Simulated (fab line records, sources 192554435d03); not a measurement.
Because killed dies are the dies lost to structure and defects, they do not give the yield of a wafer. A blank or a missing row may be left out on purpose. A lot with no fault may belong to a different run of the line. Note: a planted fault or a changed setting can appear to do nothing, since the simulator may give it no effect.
Chamber matching	flow n5 finfet	N5_BEOL_M8_CURE_75 on uv cure-03 has 3 sister chambers
The step cures SiCOH lowk, time 120 s. 6 wafers are shown with their chamber, then 12 later ones without.

## WAFERS PAIRED WITH THEIR CHAMBERS
wafer	chamber	wafer_temp_C_max	lamp power pct (%)
L083.5	0	371.7	52.27
L083.6	0	372.8	52.32
L086.3	2	372.5	52.32
L086.6	2	371.9	52.32
L093.2	1	370.8	52.41
L093.3	1	371.6	52.33

## WAFERS MISSING THEIR CHAMBER
wafer	wafer_temp_C_max	lamp power pct (%)
L094.1	372.8	52.35
L094.3	371.9	52.34
L094.6	371.9	52.31
L094.2	371.8	52.27
L094.4	372.3	52.41
L094.5	372.3	52.42
L092.1	372.3	52.34
L092.3	372.6	52.29
L092.5	372.8	52.26
L092.2	372.3	52.29
L092.4	372.6	52.39
L092.6	371.9	52.33

## WHICH CHAMBER EACH WENT THROUGH
wafer	from the rows above	in truth
L094.1	can't be placed: 2 or 0 or 1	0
L094.3	can't be placed: 2 or 0 or 1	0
L094.6	can't be placed: 2 or 0 or 1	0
L094.2	can't be placed: 0 or 2 or 1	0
L094.4	can't be placed: 1 or 2 or 0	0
L094.5	can't be placed: 1 or 2 or 0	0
L092.1	can't be placed: 2 or 0 or 1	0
L092.3	can't be placed: 0 or 2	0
L092.5	can't be placed: 0 or 2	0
L092.2	can't be placed: 0 or 2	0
L092.4	can't be placed: 2 or 1 or 0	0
L092.6	can't be placed: 2 or 0 or 1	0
0 of 12 placed correctly. Can't be placed from these rows: 12 (the true chamber is among the candidates in 12). 0 placed wrongly.
How it was worked out, from the rows above alone: a wafer's distance from a chamber is the root of the sum, over the readings, of the square of ((its reading less the chamber's mean) divided by the reading's scatter). If the next closest chamber is less than 2 further off than the closest, the wafer can't be placed; otherwise it belongs to the closest. The mean given for a chamber averages the wafers shown for that chamber. The scatter: the root of (the sum of the squares of (reading less its chamber's mean) over the shown wafers, divided by (wafers less chambers)).
